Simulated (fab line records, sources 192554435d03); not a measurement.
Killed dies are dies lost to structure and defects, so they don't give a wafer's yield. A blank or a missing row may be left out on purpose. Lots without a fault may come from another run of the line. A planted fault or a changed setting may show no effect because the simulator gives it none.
Split-lot experiment | flow n5_finfet | 7 lots, 37 wafers read, on a route of 1938 steps

THE SPLIT
At N5_BEOL_M3_ETCH_64 (etches SOC in N2/H2, target depth 75 nm, overetch 15 nm, time 112.5 s), the setting time_s was moved away from the recipe's 112.5 s on 10 of the 37 wafers read, by -38.7% to +58.0%. The other wafers ran this setting at the recipe's value.

FROM THE SPLIT TO THE READING: what the file shows between them, 10 steps
- N5_BEOL_M3_STRIP_65: strips in N2/H2
- N5_BEOL_M3_STRIP_75: strips in N2/H2
- N5_BEOL_M3_STRIP_66: strips in CF4
- N5_BEOL_M3_HM_OPEN_17: chemistry Cl2/BCl3, target TiN, target depth 20 nm, overetch 6 nm
- N5_BEOL_M3_STRIP_19: strips in O2
- N5_BEOL_M3_CD_MEAS_18: pitch 36 nm, target cd 18 nm
- N5_BEOL_M3_COAT_67: time 60 s, resist thk 60 nm
- N5_BEOL_M3_COAT_68: time 60 s, resist thk 12 nm
- N5_BEOL_M3_PRECLEAN_42: cleans in residue remover, time 60 s
- N5_BEOL_M3_SRD_43: time 30 s

THE READING
cd_nm, in nm, at N5_BEOL_M3_CD_MEAS_35 (target cd 18 nm, target cd y 21 nm). Fault-free wafers of this fab line usually give 18.1 nm, standard deviation 0.35 nm.

wafer  | tool, chamber at the split | time_s as run, s | against the recipe | cd_nm, nm | against lot-mates on the recipe
L077.1 | rie_diel-05, 2             | 177.8            | +58.0%             | 19.7      | +1.6
L077.2 | rie_diel-05, 1             | 177.8            | +58.0%             | 19.5      | +1.4
L077.3 | rie_diel-05, 3             | 112.5            | recipe             | 18.3      | -
L077.4 | rie_diel-05, 1             | 177.8            | +58.0%             | 20.0      | +1.9
L077.5 | rie_diel-05, 3             | 112.5            | recipe             | 18.3      | -
L077.6 | rie_diel-05, 2             | 112.5            | recipe             | 17.6      | -
L081.1 | rie_diel-01, 3             | 112.5            | recipe             | 18.4      | -
L081.2 | rie_diel-01, 1             | 112.5            | recipe             | 18.8      | -
L081.4 | rie_diel-01, 2             | 112.5            | recipe             | 18.6      | -
L080.1 | rie_diel-01, 0             | 112.5            | recipe             | 18.1      | -
L080.2 | rie_diel-01, 2             | 166.4            | +47.9%             | 19.8      | +1.8
L080.3 | rie_diel-01, 1             | 112.5            | recipe             | 17.9      | -
L080.4 | rie_diel-01, 3             | 166.4            | +47.9%             | 19.7      | +1.7
L080.5 | rie_diel-01, 2             | 112.5            | recipe             | 18.1      | -
L080.6 | rie_diel-01, 3             | 166.4            | +47.9%             | 19.3      | +1.3
L084.1 | rie_diel-01, 0             | 112.5            | recipe             | 17.9      | -
L084.2 | rie_diel-01, 2             | 112.5            | recipe             | 18.3      | -
L084.3 | rie_diel-01, 1             | 112.5            | recipe             | 17.8      | -
L084.4 | rie_diel-01, 3             | 112.5            | recipe             | 18.4      | -
L084.5 | rie_diel-01, 2             | 112.5            | recipe             | 18.2      | -
L084.6 | rie_diel-01, 3             | 112.5            | recipe             | 19.0      | -
L089.1 | rie_diel-06, 3             | 112.5            | recipe             | 17.8      | -
L089.2 | rie_diel-06, 1             | 112.5            | recipe             | 17.9      | -
L089.3 | rie_diel-06, 2             | 112.5            | recipe             | 18.2      | -
L089.4 | rie_diel-06, 0             | 112.5            | recipe             | 17.3      | -
L089.5 | rie_diel-06, 1             | 112.5            | recipe             | 18.4      | -
L089.6 | rie_diel-06, 0             | 112.5            | recipe             | 17.6      | -
L093.1 | rie_diel-05, 0             | 112.5            | recipe             | 17.6      | -
L093.2 | rie_diel-05, 2             | 112.5            | recipe             | 18.4      | -
L093.3 | rie_diel-05, 3             | 68.99            | -38.7%             | 17.4      | -0.7
L093.6 | rie_diel-05, 3             | 112.5            | recipe             | 18.3      | -
L091.1 | rie_diel-06, 2             | 137.8            | +22.5%             | 18.7      | +0.9
L091.2 | rie_diel-06, 0             | 137.8            | +22.5%             | 18.8      | +1.0
L091.3 | rie_diel-06, 1             | 112.5            | recipe             | 17.8      | -
L091.4 | rie_diel-06, 0             | 112.5            | recipe             | 17.9      | -
L091.5 | rie_diel-06, 1             | 112.5            | recipe             | 17.8      | -
L091.6 | rie_diel-06, 2             | 137.8            | +22.5%             | 18.8      | +1.0

THE FIT
A straight line over all 37 wafers: cd_nm changes by +0.0282 nm for each +1% of time_s; r = +0.86; the points scatter about the line by 0.36 nm.
The same after taking each lot's own level away (the mean of its wafers on the recipe; 37 wafers): +0.0295 nm for each +1%; r = +0.91; scatter 0.3 nm.
On that fit, the largest move of time_s shifts the reading by 1.7 nm.
The lots' own levels span 17.83 to 18.60 nm, that is 2.2 times the standard deviation above.
So the lot-to-lot level changes the slope little: the two slopes agree.
Check: with one of the wafers moved furthest among these (+58.0%) left out of the fit, the line predicts +1.78 nm for it against its lot-mates. It came out at +1.63 nm against them.

OTHER SPLITS ON THESE WAFERS
These wafers also went through other splits before the reading. Each is held against what the fit with the lots' levels taken away leaves over:
other split on the same wafers               | wafers away from the commonest value | r with cd_nm (lot level and that fit taken away)
N5_PMOS_HMC_CHANNEL_EPI_DESCUM_14 time_s     | 17                                   | +0.11
N5_SD_EPI_N_ETCH_45 target_depth_a           | 11                                   | +0.41
N5_HKMG_FIN_HK_ALD_01 ald_cycles             | 17                                   | -0.15
N5_MOL_CONTACT_COAG_SPUTTER_143 target_thk_a | 13                                   | -0.11
N5_BEOL_M2_DEP_57 target_thk_a               | 15                                   | -0.21

THE WHOLE CHAIN: every reading that the file lists as answering this split, in the file's order
step                  | what it does                                                          | reading                                                                          | change (the file's fit)                                                             | r (the file's)
N5_BEOL_M3_ETCH_64    | etches SOC in N2/H2, target depth 75 nm, overetch 15 nm, time 112.5 s | SiARC_of_BEOL_M3_COAT_62.thk_nm (the simulator's own value, which no gauge read) | -0.056 nm for each +1% of the setting                                               | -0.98
N5_BEOL_M3_ETCH_64    | etches SOC in N2/H2, target depth 75 nm, overetch 15 nm, time 112.5 s | BEOL_M3.cd_offset_nm (the simulator's own value, which no gauge read)            | +0.0216 nm for each +1% of the setting                                              | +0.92
N5_BEOL_M3_HM_OPEN_17 | chemistry Cl2/BCl3, target TiN, target depth 20 nm, overetch 6 nm     | etch.depth_nm (the simulator's own value, which no gauge read)                   | not straight: 19.9 at the lowest setting, 19.95 at the recipe, 13.63 at the highest | not given
N5_BEOL_M3_HM_OPEN_17 | chemistry Cl2/BCl3, target TiN, target depth 20 nm, overetch 6 nm     | BEOL_M3.cd_offset_nm (the simulator's own value, which no gauge read)            | +0.0204 nm for each +1% of the setting                                              | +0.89
N5_BEOL_M3_CD_MEAS_18 | pitch 36 nm, target cd 18 nm                                          | cd_nm                                                                            | +0.0244 nm for each +1% of the setting                                              | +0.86
N5_BEOL_M3_CD_MEAS_35 | target cd 18 nm, target cd y 21 nm                                    | cd_nm                                                                            | +0.0299 nm for each +1% of the setting                                              | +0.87

THE FILE'S OWN FIT
cd_nm changes by +0.0299 nm for each +1% of time_s, r = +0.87.
